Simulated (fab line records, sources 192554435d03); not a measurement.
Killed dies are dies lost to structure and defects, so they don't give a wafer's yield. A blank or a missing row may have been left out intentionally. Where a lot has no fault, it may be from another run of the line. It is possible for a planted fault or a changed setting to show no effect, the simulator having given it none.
fab line records :: flow n5Finfet
[record]
  lots = 7
  wafers = 39
route steps=1938 shown WELL_APT@47 DUMMY_GATE@215 MOL_CONTACT_COAG@562
startH: hours from the record's opening day to when the first of the lot's shown wafers began :: waitH: time in hours since the lot's previous step :: " same as the row above :: L1.1+2: a single row standing in for several wafers :: - no value, or no start was given :: * or withheld: withheld :: < > ~ a bound
route shown NAME@n: NAME is a module with steps in the file, n the number in the route of the first one :: usual: mean/standard deviation of fault-free wafers :: same: alike in all rows :: chamber/n: place in a boat :: sites: per-site readings :: _std_site: the standard deviation of these :: _edge_site: inner sites' mean taken away from outer sites' mean :: radiusMm: for every site, how far away it sits from the centre of the wafer :: mask NAME#n: copy n :: behind: the tool/chamber that last shaped the wafer :: hold: why the lot was held/for how many hours/how that ended :: device: the transistor (n, p or np) that didn't switch :: end of line: the tests these same wafers got at the end of their route :: a step with no rows: only its recipe :: killed: count of dies lost to structure and defects at first sort (not the wafer's yield) :: map: a wafer's dies, x killed, . not, _ none there
set.NAME: the setting as run; set.NAME@STEP: as run at that earlier step :: model.NAME: the simulator's own value behind a step, which no gauge read
lots where settings were altered on purpose, with a table for each step and a row for each wafer
[[steps]]
[step N5_WELL_APT_IMPLANT_31]
[recipe]
  species = B
  energyKev = 60
  doseCm2 = 1.5e+13
  tiltDeg = 0
  rotationDeg = 0
lot.wafer: L078.1+5+6
tool: implanter-02
chamber: 0
startH: 39.03
waitH: 0.1
set.energyKev: 60
model.implant.rpNm: 185.9
model.implant.drpNm: 64.53

lot.wafer: L078.2+3+4
tool: implanter-02
chamber: 0
startH: 39.03
waitH: 0.1
set.energyKev: 54.34
model.implant.rpNm: 169.7
model.implant.drpNm: 61.18

lot.wafer: L079.1+3+6
tool: implanter-01
chamber: 0
startH: 45.49
waitH: 0.1
set.energyKev: 60
model.implant.rpNm: 183.3
model.implant.drpNm: 64.53

lot.wafer: L081.1+3+6
tool: implanter-01
chamber: 0
startH: 57.28
waitH: 0.1
set.energyKev: 57.35
model.implant.rpNm: 181.2
model.implant.drpNm: 62.99

lot.wafer: L081.2+4+5
tool: implanter-01
chamber: 0
startH: 57.28
waitH: 0.1
set.energyKev: 60
model.implant.rpNm: 188.9
model.implant.drpNm: 64.53

lot.wafer: L083.1+4+6
tool: implanter-01
chamber: 0
startH: 69.23
waitH: 0.1
set.energyKev: 60
model.implant.rpNm: 199.3
model.implant.drpNm: 64.53

lot.wafer: L083.2+3+5
tool: implanter-01
chamber: 0
startH: 69.23
waitH: 0.1
set.energyKev: 66.08
model.implant.rpNm: 229.1
model.implant.drpNm: 67.83

lot.wafer: L086.1+2+3
tool: implanter-02
chamber: 0
startH: 87.30
waitH: 0.1
set.energyKev: 55.34
model.implant.rpNm: 175.6
model.implant.drpNm: 61.79

lot.wafer: L086.4+5+6
tool: implanter-02
chamber: 0
startH: 87.30
waitH: 0.1
set.energyKev: 60
model.implant.rpNm: 189.1
model.implant.drpNm: 64.53

lot.wafer: L095.1+3+6
tool: implanter-02
chamber: 0
startH: 141.14
waitH: 0.1
set.energyKev: 65.25
model.implant.rpNm: 216.4
model.implant.drpNm: 67.4

lot.wafer: L095.2+4+5
tool: implanter-02
chamber: 0
startH: 141.14
waitH: 0.1
set.energyKev: 60
model.implant.rpNm: 192.2
model.implant.drpNm: 64.53

lot.wafer: L097.1+2+6
tool: implanter-01
chamber: 0
startH: 153.07
waitH: 0.1
set.energyKev: 60
model.implant.rpNm: 188.6
model.implant.drpNm: 64.53

lot.wafer: L097.3+4+5
tool: implanter-01
chamber: 0
startH: 153.07
waitH: 0.1
set.energyKev: 67.17
model.implant.rpNm: 222.5
model.implant.drpNm: 68.4
[step N5_DUMMY_GATE_CVD_03]
[recipe]
  material = a-Si
  targetThkA = 1500
  tempC = 530
  precursor = SiH4
  timeS = 8042
lot.wafer: L078.1
tool: -
chamber: -
startH: -
waitH: 0.1
set.targetThkA: 1570
model.a-Si_of_DUMMY_GATE_CVD_03.thkNm: 154.2

lot.wafer: L078.2
tool: -
chamber: -
startH: -
waitH: 0.1
set.targetThkA: 1570
model.a-Si_of_DUMMY_GATE_CVD_03.thkNm: 155.2

lot.wafer: L078.3
tool: -
chamber: -
startH: -
waitH: 0.1
set.targetThkA: 1570
model.a-Si_of_DUMMY_GATE_CVD_03.thkNm: 155

lot.wafer: L078.4+6
tool: -
chamber: -
startH: -
waitH: 0.1
set.targetThkA: 1570
model.a-Si_of_DUMMY_GATE_CVD_03.thkNm: 155.4

lot.wafer: L078.5
tool: -
chamber: -
startH: -
waitH: 0.1
set.targetThkA: 1570
model.a-Si_of_DUMMY_GATE_CVD_03.thkNm: 155.8

lot.wafer: L079.1
tool: lpcvd-02
chamber: 0/40
startH: 66.78
waitH: 0.1
set.targetThkA: 1500
model.a-Si_of_DUMMY_GATE_CVD_03.thkNm: 149.6

lot.wafer: L079.3
tool: lpcvd-02
chamber: 0/50
startH: 66.78
waitH: 0.1
set.targetThkA: 1500
model.a-Si_of_DUMMY_GATE_CVD_03.thkNm: 150

lot.wafer: L079.6
tool: lpcvd-02
chamber: 0/64
startH: 66.78
waitH: 0.1
set.targetThkA: 1500
model.a-Si_of_DUMMY_GATE_CVD_03.thkNm: 150.4

lot.wafer: L081.1
tool: -
chamber: -
startH: -
waitH: 0.1
set.targetThkA: 1402
model.a-Si_of_DUMMY_GATE_CVD_03.thkNm: 137.6

lot.wafer: L081.2
tool: -
chamber: -
startH: -
waitH: 0.1
set.targetThkA: 1402
model.a-Si_of_DUMMY_GATE_CVD_03.thkNm: 139.8

lot.wafer: L081.3
tool: -
chamber: -
startH: -
waitH: 0.1
set.targetThkA: 1402
model.a-Si_of_DUMMY_GATE_CVD_03.thkNm: 138.4

lot.wafer: L081.4+6
tool: -
chamber: -
startH: -
waitH: 0.1
set.targetThkA: 1402
model.a-Si_of_DUMMY_GATE_CVD_03.thkNm: 139

lot.wafer: L081.5
tool: -
chamber: -
startH: -
waitH: 0.1
set.targetThkA: 1402
model.a-Si_of_DUMMY_GATE_CVD_03.thkNm: 138

lot.wafer: L083.1
tool: -
chamber: -
startH: -
waitH: 0.1
set.targetThkA: 1500
model.a-Si_of_DUMMY_GATE_CVD_03.thkNm: 148

lot.wafer: L083.2
tool: -
chamber: -
startH: -
waitH: 0.1
set.targetThkA: 1500
model.a-Si_of_DUMMY_GATE_CVD_03.thkNm: 149.2

lot.wafer: L083.3
tool: -
chamber: -
startH: -
waitH: 0.1
set.targetThkA: 1500
model.a-Si_of_DUMMY_GATE_CVD_03.thkNm: 148.8

lot.wafer: L083.4
tool: -
chamber: -
startH: -
waitH: 0.1
set.targetThkA: 1500
model.a-Si_of_DUMMY_GATE_CVD_03.thkNm: 146.8

lot.wafer: L083.5
tool: -
chamber: -
startH: -
waitH: 0.1
set.targetThkA: 1500
model.a-Si_of_DUMMY_GATE_CVD_03.thkNm: 147.2

lot.wafer: L083.6
tool: -
chamber: -
startH: -
waitH: 0.1
set.targetThkA: 1500
model.a-Si_of_DUMMY_GATE_CVD_03.thkNm: 147.8

lot.wafer: L086.1
tool: -
chamber: -
startH: -
waitH: 0.1
set.targetThkA: 1330
model.a-Si_of_DUMMY_GATE_CVD_03.thkNm: 133.6

lot.wafer: L086.2+4
tool: -
chamber: -
startH: -
waitH: 0.1
set.targetThkA: 1330
model.a-Si_of_DUMMY_GATE_CVD_03.thkNm: 132

lot.wafer: L086.3
tool: -
chamber: -
startH: -
waitH: 0.1
set.targetThkA: 1330
model.a-Si_of_DUMMY_GATE_CVD_03.thkNm: 131.6

lot.wafer: L086.5
tool: -
chamber: -
startH: -
waitH: 0.1
set.targetThkA: 1330
model.a-Si_of_DUMMY_GATE_CVD_03.thkNm: 133.2

lot.wafer: L086.6
tool: -
chamber: -
startH: -
waitH: 0.1
set.targetThkA: 1330
model.a-Si_of_DUMMY_GATE_CVD_03.thkNm: 132.4

lot.wafer: L095.1
tool: -
chamber: -
startH: -
waitH: 0.1
set.targetThkA: 1500
model.a-Si_of_DUMMY_GATE_CVD_03.thkNm: 148.2

lot.wafer: L095.2+3
tool: -
chamber: -
startH: -
waitH: 0.1
set.targetThkA: 1500
model.a-Si_of_DUMMY_GATE_CVD_03.thkNm: 147.6

lot.wafer: L095.4+6
tool: -
chamber: -
startH: -
waitH: 0.1
set.targetThkA: 1500
model.a-Si_of_DUMMY_GATE_CVD_03.thkNm: 147.4

lot.wafer: L095.5
tool: -
chamber: -
startH: -
waitH: 0.1
set.targetThkA: 1500
model.a-Si_of_DUMMY_GATE_CVD_03.thkNm: 148.4

lot.wafer: L097.1
tool: -
chamber: -
startH: -
waitH: 0.1
set.targetThkA: 1673
model.a-Si_of_DUMMY_GATE_CVD_03.thkNm: 168.4

lot.wafer: L097.2
tool: -
chamber: -
startH: -
waitH: 0.1
set.targetThkA: 1673
model.a-Si_of_DUMMY_GATE_CVD_03.thkNm: 169.4

lot.wafer: L097.3
tool: -
chamber: -
startH: -
waitH: 0.1
set.targetThkA: 1673
model.a-Si_of_DUMMY_GATE_CVD_03.thkNm: 168.8

lot.wafer: L097.4+6
tool: -
chamber: -
startH: -
waitH: 0.1
set.targetThkA: 1673
model.a-Si_of_DUMMY_GATE_CVD_03.thkNm: 167.8

lot.wafer: L097.5
tool: -
chamber: -
startH: -
waitH: 0.1
set.targetThkA: 1673
model.a-Si_of_DUMMY_GATE_CVD_03.thkNm: 168
[step N5_DUMMY_GATE_ETCH_44]
[recipe]
  chemistry = HBr/O2
  overEtchFrac = 0.7
  targetDepthA = 1275
  stopOn = SiO2
  ionEnergyEv = 60
  biasW = 20
  target = poly-Si
  maskMaterial = SiO2
  pressureMtorr = 20
  icpW = 400
  HBr_flow_sccm = 120
  O2_flow_sccm = 10
[usual]
  oesProductAu = 0.721/0.011
lot.wafer: L078.1
tool: rieSi-03
chamber: 3
startH: 74.12
waitH: 0.0
set.targetDepthA: 1275
oesProductAu: 0.721

lot.wafer: L078.2
tool: rieSi-03
chamber: 2
startH: 74.12
waitH: 0.0
set.targetDepthA: 1275
oesProductAu: 0.732

lot.wafer: L078.3
tool: rieSi-03
chamber: 1
startH: 74.12
waitH: 0.0
set.targetDepthA: 1121
oesProductAu: 0.768

lot.wafer: L078.4
tool: rieSi-03
chamber: 0
startH: 74.12
waitH: 0.0
set.targetDepthA: 1121
oesProductAu: 0.774

lot.wafer: L078.5
tool: rieSi-03
chamber: 0
startH: 74.12
waitH: 0.0
set.targetDepthA: 1121
oesProductAu: 0.771

lot.wafer: L078.6
tool: rieSi-03
chamber: 1
startH: 74.12
waitH: 0.0
set.targetDepthA: 1275
oesProductAu: 0.721

lot.wafer: L079.1
tool: rieSi-02
chamber: 0
startH: 76.20
waitH: 0.0
set.targetDepthA: 1275
oesProductAu: 0.729

lot.wafer: L079.3
tool: rieSi-02
chamber: 1
startH: 76.20
waitH: 0.0
set.targetDepthA: 1275
oesProductAu: 0.725

lot.wafer: L079.6
tool: rieSi-02
chamber: 1
startH: 76.20
waitH: 0.0
set.targetDepthA: 1275
oesProductAu: 0.728

lot.wafer: L081.1
tool: rieSi-02
chamber: 2
startH: 90.29
waitH: 0.0
set.targetDepthA: 1275
oesProductAu: 0.712

lot.wafer: L081.2
tool: rieSi-02
chamber: 3
startH: 90.29
waitH: 0.0
set.targetDepthA: 1158
oesProductAu: 0.742

lot.wafer: L081.3
tool: rieSi-02
chamber: 0
startH: 90.29
waitH: 0.0
set.targetDepthA: 1158
oesProductAu: 0.761

lot.wafer: L081.4
tool: rieSi-02
chamber: 1
startH: 90.29
waitH: 0.0
set.targetDepthA: 1158
oesProductAu: 0.753

lot.wafer: L081.5
tool: rieSi-02
chamber: 1
startH: 90.29
waitH: 0.0
set.targetDepthA: 1275
oesProductAu: 0.718

lot.wafer: L081.6
tool: rieSi-02
chamber: 2
startH: 90.29
waitH: 0.0
set.targetDepthA: 1275
oesProductAu: 0.717

lot.wafer: L083.1
tool: rieSi-02
chamber: 2
startH: 101.36
waitH: 0.0
set.targetDepthA: 1275
oesProductAu: 0.728

lot.wafer: L083.2
tool: rieSi-02
chamber: 0
startH: 101.36
waitH: 0.0
set.targetDepthA: 1212
oesProductAu: 0.748

lot.wafer: L083.3
tool: rieSi-02
chamber: 1
startH: 101.36
waitH: 0.0
set.targetDepthA: 1275
oesProductAu: 0.716

lot.wafer: L083.4
tool: rieSi-02
chamber: 3
startH: 101.36
waitH: 0.0
set.targetDepthA: 1212
oesProductAu: 0.733

lot.wafer: L083.5
tool: rieSi-02
chamber: 2
startH: 101.36
waitH: 0.0
set.targetDepthA: 1212
oesProductAu: 0.741

lot.wafer: L083.6
tool: rieSi-02
chamber: 3
startH: 101.36
waitH: 0.0
set.targetDepthA: 1275
oesProductAu: 0.723

lot.wafer: L086.1
tool: rieSi-04
chamber: 2
startH: 121.18
waitH: 0.0
set.targetDepthA: 1379
oesProductAu: 0.691

lot.wafer: L086.2
tool: rieSi-04
chamber: 1
startH: 121.18
waitH: 0.0
set.targetDepthA: 1275
oesProductAu: 0.741

lot.wafer: L086.3
tool: rieSi-04
chamber: 3
startH: 121.18
waitH: 0.0
set.targetDepthA: 1379
oesProductAu: 0.698

lot.wafer: L086.4
tool: rieSi-04
chamber: 0
startH: 121.18
waitH: 0.0
set.targetDepthA: 1275
oesProductAu: 0.708

lot.wafer: L086.5
tool: rieSi-04
chamber: 0
startH: 121.18
waitH: 0.0
set.targetDepthA: 1275
oesProductAu: 0.704

lot.wafer: L086.6
tool: rieSi-04
chamber: 1
startH: 121.18
waitH: 0.0
set.targetDepthA: 1379
oesProductAu: 0.709

lot.wafer: L095.1
tool: rieSi-03
chamber: 3
startH: 174.23
waitH: 0.0
set.targetDepthA: 1275
oesProductAu: 0.726

lot.wafer: L095.2
tool: rieSi-03
chamber: 1
startH: 174.23
waitH: 0.0
set.targetDepthA: 1275
oesProductAu: 0.714

lot.wafer: L095.3
tool: rieSi-03
chamber: 2
startH: 174.23
waitH: 0.0
set.targetDepthA: 1172
oesProductAu: 0.769

lot.wafer: L095.4
tool: rieSi-03
chamber: 0
startH: 174.23
waitH: 0.0
set.targetDepthA: 1275
oesProductAu: 0.730

lot.wafer: L095.5
tool: rieSi-03
chamber: 2
startH: 174.23
waitH: 0.0
set.targetDepthA: 1172
oesProductAu: 0.766

lot.wafer: L095.6
tool: rieSi-03
chamber: 1
startH: 174.23
waitH: 0.0
set.targetDepthA: 1172
oesProductAu: 0.746

lot.wafer: L097.1
tool: rieSi-02
chamber: 2
startH: 192.66
waitH: 0.0
set.targetDepthA: 1275
oesProductAu: 0.705

lot.wafer: L097.2
tool: rieSi-02
chamber: 1
startH: 192.66
waitH: 0.0
set.targetDepthA: 1275
oesProductAu: 0.695

lot.wafer: L097.3
tool: rieSi-02
chamber: 3
startH: 192.66
waitH: 0.0
set.targetDepthA: 1424
oesProductAu: 0.670

lot.wafer: L097.4
tool: rieSi-02
chamber: 0
startH: 192.66
waitH: 0.0
set.targetDepthA: 1424
oesProductAu: 0.690

lot.wafer: L097.5
tool: rieSi-02
chamber: 2
startH: 192.66
waitH: 0.0
set.targetDepthA: 1275
oesProductAu: 0.708

lot.wafer: L097.6
tool: rieSi-02
chamber: 3
startH: 192.66
waitH: 0.0
set.targetDepthA: 1424
oesProductAu: 0.678
[step N5_MOL_CONTACT_COAG_ALD_123]
[recipe]
  material = SiNx
  targetThkA = 50
  tempC = 400
  aldPrecursorFamily = SiH2I2
  aldCoReactant = N2/H2-plasma
  pulseTimeS = 1
  purgeTimeS = 2
  coReactantPurgeTimeS = 2
  aldCycles = 100
  pressureTorr = 2
lot.wafer: L078.1+3+4
tool: aldSin-01
chamber: 3,0,2
startH: 126.88
waitH: 0.0
set.aldCycles: 100
model.SiNx_of_MOL_CONTACT_COAG_ALD_123.thkNm: 5

lot.wafer: L078.2+5+6
tool: aldSin-01
chamber: 1,2,3
startH: 126.88
waitH: 0.0
set.aldCycles: 86
model.SiNx_of_MOL_CONTACT_COAG_ALD_123.thkNm: 4.4

lot.wafer: L079.1+3+6
tool: aldSin-03
chamber: 0,3,0
startH: 129.74
waitH: 0.0
set.aldCycles: 100
model.SiNx_of_MOL_CONTACT_COAG_ALD_123.thkNm: 5

lot.wafer: L081.1+2+3+4+5+6
tool: aldSin-03
chamber: 3,2,0,1,1,0
startH: 142.77
waitH: 0.0
set.aldCycles: 100
model.SiNx_of_MOL_CONTACT_COAG_ALD_123.thkNm: 5

lot.wafer: L083.1+3+4
tool: aldSin-04
chamber: 0,1,2
startH: 149.95
waitH: 0.4
set.aldCycles: 105
model.SiNx_of_MOL_CONTACT_COAG_ALD_123.thkNm: 5.2

lot.wafer: L083.2+5+6
tool: aldSin-04
chamber: 3,0,1
startH: 149.95
waitH: 0.4
set.aldCycles: 100
model.SiNx_of_MOL_CONTACT_COAG_ALD_123.thkNm: 5

lot.wafer: L086.1+3+4
tool: aldSin-01
chamber: 2,1,3
startH: 175.39
waitH: 0.0
set.aldCycles: 100
model.SiNx_of_MOL_CONTACT_COAG_ALD_123.thkNm: 5

lot.wafer: L086.2+5+6
tool: aldSin-01
chamber: 0,3,2
startH: 175.39
waitH: 0.0
set.aldCycles: 86
model.SiNx_of_MOL_CONTACT_COAG_ALD_123.thkNm: 4.4

lot.wafer: L095.1+2+3+4+5+6
tool: aldSin-04
chamber: 2,1,0,3,1,2
startH: 224.26
waitH: 0.0
set.aldCycles: 100
model.SiNx_of_MOL_CONTACT_COAG_ALD_123.thkNm: 5

lot.wafer: L097.1+4+6
tool: aldSin-04
chamber: 1,2,0
startH: 245.21
waitH: 0.0
set.aldCycles: 100
model.SiNx_of_MOL_CONTACT_COAG_ALD_123.thkNm: 5

lot.wafer: L097.2+3+5
tool: aldSin-04
chamber: 3,0,3
startH: 245.21
waitH: 0.0
set.aldCycles: 108
model.SiNx_of_MOL_CONTACT_COAG_ALD_123.thkNm: 5.4
[step N5_MOL_CONTACT_COAG_PECVD_31]
[recipe]
  material = SiO2
  targetThkA = 460
  tempC = 400
  precursor = TEOS/O2
  pressureTorr = 6.5
  rfW = withheld
  teosFlowSccm = withheld
  gas = O2
  flowSccm = 2650
  timeS = 8.9
[step N5_MOL_CONTACT_COAG_COAT_75]
[recipe]
  resist = SOC
  tempC = 250
  timeS = 60
  spinRpm = 1500
  resistThkNm = 60
[step N5_MOL_CONTACT_COAG_STRIP_120]
[recipe]
  chemistry = CHF3
  resist = SiARC
  rfFrequencyHz = 6e+07
[step N5_MOL_CONTACT_COAG_VIA_ETCH_117]
[recipe]
  chemistry = C4F6/O2
  targetDepthA = 400
  overetchA = 80
  maskMaterial = SOC
  target = SiO2
  biasW = 455
  pressureMtorr = 10
  timeS = 26
  sourceW = 325
  Ar_flow_sccm = 300
  C4F6_flow_sccm = 10
  O2_flow_sccm = 10
  ionEnergyEv = 575.3
  ends = endPoint
[step N5_MOL_CONTACT_COAG_ETCH_124]
[recipe]
  chemistry = CH3F/O2
  target = SiNx
  targetDepthA = 65
  maskMaterial = SOC
  stopOn = SiOC
  overEtchFrac = 0.3
  ionEnergyEv = 120
  pressureMtorr = 30
  sourceW = 395
  biasW = 73
  Ar_flow_sccm = 150
  CH3F_flow_sccm = 30
  O2_flow_sccm = 20
  ends = endPoint
lot.wafer: L078.1
tool: rieDiel-05
chamber: 2
startH: 129.85
waitH: 0.0
set.aldCycles@MOL_CONTACT_COAG_ALD_123: 100
model.etch.depthNm: 5.016

lot.wafer: L078.2
tool: rieDiel-05
chamber: 0
startH: 129.85
waitH: 0.0
set.aldCycles@MOL_CONTACT_COAG_ALD_123: 86
model.etch.depthNm: 4.307

lot.wafer: L078.3
tool: rieDiel-05
chamber: 1
startH: 129.85
waitH: 0.0
set.aldCycles@MOL_CONTACT_COAG_ALD_123: 100
model.etch.depthNm: 5.005

lot.wafer: L078.4
tool: rieDiel-05
chamber: 3
startH: 129.85
waitH: 0.0
set.aldCycles@MOL_CONTACT_COAG_ALD_123: 100
model.etch.depthNm: 5.015

lot.wafer: L078.5
tool: rieDiel-05
chamber: 3
startH: 129.85
waitH: 0.0
set.aldCycles@MOL_CONTACT_COAG_ALD_123: 86
model.etch.depthNm: 4.31

lot.wafer: L078.6
tool: rieDiel-05
chamber: 2
startH: 129.85
waitH: 0.0
set.aldCycles@MOL_CONTACT_COAG_ALD_123: 86
model.etch.depthNm: 4.304

lot.wafer: L079.1
tool: rieDiel-05
chamber: 2
startH: 133.21
waitH: 0.0
set.aldCycles@MOL_CONTACT_COAG_ALD_123: 100
model.etch.depthNm: 4.961

lot.wafer: L079.3
tool: rieDiel-05
chamber: 0
startH: 133.21
waitH: 0.0
set.aldCycles@MOL_CONTACT_COAG_ALD_123: 100
model.etch.depthNm: 5.009

lot.wafer: L079.6
tool: rieDiel-05
chamber: 2
startH: 133.21
waitH: 0.0
set.aldCycles@MOL_CONTACT_COAG_ALD_123: 100
model.etch.depthNm: 4.981

lot.wafer: L081.1
tool: rieDiel-01
chamber: 3
startH: 146.22
waitH: 0.0
set.aldCycles@MOL_CONTACT_COAG_ALD_123: 100
model.etch.depthNm: 5.012

lot.wafer: L081.2
tool: rieDiel-01
chamber: 1
startH: 146.22
waitH: 0.0
set.aldCycles@MOL_CONTACT_COAG_ALD_123: 100
model.etch.depthNm: 5.016

lot.wafer: L081.3
tool: rieDiel-01
chamber: 2
startH: 146.22
waitH: 0.0
set.aldCycles@MOL_CONTACT_COAG_ALD_123: 100
model.etch.depthNm: 5.036

lot.wafer: L081.4
tool: rieDiel-01
chamber: 0
startH: 146.22
waitH: 0.0
set.aldCycles@MOL_CONTACT_COAG_ALD_123: 100
model.etch.depthNm: 5.023

lot.wafer: L081.5
tool: rieDiel-01
chamber: 2
startH: 146.22
waitH: 0.0
set.aldCycles@MOL_CONTACT_COAG_ALD_123: 100
model.etch.depthNm: 5.011

lot.wafer: L081.6
tool: rieDiel-01
chamber: 3
startH: 146.22
waitH: 0.0
set.aldCycles@MOL_CONTACT_COAG_ALD_123: 100
model.etch.depthNm: 4.994

lot.wafer: L083.1
tool: rieDiel-06
chamber: 3
startH: 153.30
waitH: 0.0
set.aldCycles@MOL_CONTACT_COAG_ALD_123: 105
model.etch.depthNm: 5.271

lot.wafer: L083.2
tool: rieDiel-06
chamber: 2
startH: 153.30
waitH: 0.0
set.aldCycles@MOL_CONTACT_COAG_ALD_123: 100
model.etch.depthNm: 4.995

lot.wafer: L083.3
tool: rieDiel-06
chamber: 1
startH: 153.30
waitH: 0.0
set.aldCycles@MOL_CONTACT_COAG_ALD_123: 105
model.etch.depthNm: 5.247

lot.wafer: L083.4
tool: rieDiel-06
chamber: 1
startH: 153.30
waitH: 0.0
set.aldCycles@MOL_CONTACT_COAG_ALD_123: 105
model.etch.depthNm: 5.274

lot.wafer: L083.5
tool: rieDiel-06
chamber: 2
startH: 153.30
waitH: 0.0
set.aldCycles@MOL_CONTACT_COAG_ALD_123: 100
model.etch.depthNm: 5.029

lot.wafer: L083.6
tool: rieDiel-06
chamber: 3
startH: 153.30
waitH: 0.0
set.aldCycles@MOL_CONTACT_COAG_ALD_123: 100
model.etch.depthNm: 5.011

lot.wafer: L086.1
tool: rieDiel-06
chamber: 0
startH: 178.30
waitH: 0.0
set.aldCycles@MOL_CONTACT_COAG_ALD_123: 100
model.etch.depthNm: 5.039

lot.wafer: L086.2
tool: rieDiel-06
chamber: 1
startH: 178.30
waitH: 0.0
set.aldCycles@MOL_CONTACT_COAG_ALD_123: 86
model.etch.depthNm: 4.304

lot.wafer: L086.3
tool: rieDiel-06
chamber: 2
startH: 178.30
waitH: 0.0
set.aldCycles@MOL_CONTACT_COAG_ALD_123: 100
model.etch.depthNm: 5.03

lot.wafer: L086.4
tool: rieDiel-06
chamber: 3
startH: 178.30
waitH: 0.0
set.aldCycles@MOL_CONTACT_COAG_ALD_123: 100
model.etch.depthNm: 5.041

lot.wafer: L086.5
tool: rieDiel-06
chamber: 0
startH: 178.30
waitH: 0.0
set.aldCycles@MOL_CONTACT_COAG_ALD_123: 86
model.etch.depthNm: 4.315

lot.wafer: L086.6
tool: rieDiel-06
chamber: 3
startH: 178.30
waitH: 0.0
set.aldCycles@MOL_CONTACT_COAG_ALD_123: 86
model.etch.depthNm: 4.334

lot.wafer: L095.1
tool: rieDiel-05
chamber: 3
startH: 227.13
waitH: 0.0
set.aldCycles@MOL_CONTACT_COAG_ALD_123: 100
model.etch.depthNm: 4.982

lot.wafer: L095.2
tool: rieDiel-05
chamber: 1
startH: 227.13
waitH: 0.0
set.aldCycles@MOL_CONTACT_COAG_ALD_123: 100
model.etch.depthNm: 4.962

lot.wafer: L095.3
tool: rieDiel-05
chamber: 0
startH: 227.13
waitH: 0.0
set.aldCycles@MOL_CONTACT_COAG_ALD_123: 100
model.etch.depthNm: 4.991

lot.wafer: L095.4
tool: rieDiel-05
chamber: 2
startH: 227.13
waitH: 0.0
set.aldCycles@MOL_CONTACT_COAG_ALD_123: 100
model.etch.depthNm: 4.984

lot.wafer: L095.5
tool: rieDiel-05
chamber: 1
startH: 227.13
waitH: 0.0
set.aldCycles@MOL_CONTACT_COAG_ALD_123: 100
model.etch.depthNm: 4.994

lot.wafer: L095.6
tool: rieDiel-05
chamber: 2
startH: 227.13
waitH: 0.0
set.aldCycles@MOL_CONTACT_COAG_ALD_123: 100
model.etch.depthNm: 4.993

lot.wafer: L097.1
tool: rieDiel-01
chamber: 2
startH: 249.33
waitH: 0.0
set.aldCycles@MOL_CONTACT_COAG_ALD_123: 100
model.etch.depthNm: 5.015

lot.wafer: L097.2
tool: rieDiel-01
chamber: 3
startH: 249.33
waitH: 0.0
set.aldCycles@MOL_CONTACT_COAG_ALD_123: 108
model.etch.depthNm: 5.413

lot.wafer: L097.3
tool: rieDiel-01
chamber: 1
startH: 249.33
waitH: 0.0
set.aldCycles@MOL_CONTACT_COAG_ALD_123: 108
model.etch.depthNm: 5.435

lot.wafer: L097.4
tool: rieDiel-01
chamber: 2
startH: 249.33
waitH: 0.0
set.aldCycles@MOL_CONTACT_COAG_ALD_123: 100
model.etch.depthNm: 5.055

lot.wafer: L097.5
tool: rieDiel-01
chamber: 1
startH: 249.33
waitH: 0.0
set.aldCycles@MOL_CONTACT_COAG_ALD_123: 108
model.etch.depthNm: 5.414

lot.wafer: L097.6
tool: rieDiel-01
chamber: 3
startH: 249.33
waitH: 0.0
set.aldCycles@MOL_CONTACT_COAG_ALD_123: 100
model.etch.depthNm: 5.021
[[key]]
[split]
  step = N5_WELL_APT_IMPLANT_31
  setting = energyKev
  stated = 60
  by = wafer
[response]
  step = N5_WELL_APT_IMPLANT_31
  reading = model.implant.rpNm
  change = +2.46
  per = 1%
  r = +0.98
[response]
  step = N5_WELL_APT_IMPLANT_31
  reading = model.implant.drpNm
  change = +0.335
  per = 1%
  r = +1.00
[split]
  step = N5_DUMMY_GATE_CVD_03
  setting = targetThkA
  stated = 1500
  by = lot
[response]
  step = N5_DUMMY_GATE_CVD_03
  reading = model.a-Si_of_DUMMY_GATE_CVD_03.thkNm
  change = +1.56
  per = 1%
  r = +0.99
[split]
  step = N5_DUMMY_GATE_ETCH_44
  setting = targetDepthA
  stated = 1275
  by = wafer
[response]
  step = N5_DUMMY_GATE_ETCH_44
  reading = oesProductAu
  change = -0.00326
  per = 1%
  r = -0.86
[split]
  step = N5_MOL_CONTACT_COAG_ALD_123
  setting = aldCycles
  stated = 100
  by = wafer
[response]
  step = N5_MOL_CONTACT_COAG_ALD_123
  reading = model.SiNx_of_MOL_CONTACT_COAG_ALD_123.thkNm
  change = +0.0437
  per = 1%
  r = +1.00
[response]
  step = N5_MOL_CONTACT_COAG_ETCH_124
  reading = model.etch.depthNm
  change = +0.0506
  per = 1%
  r = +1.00
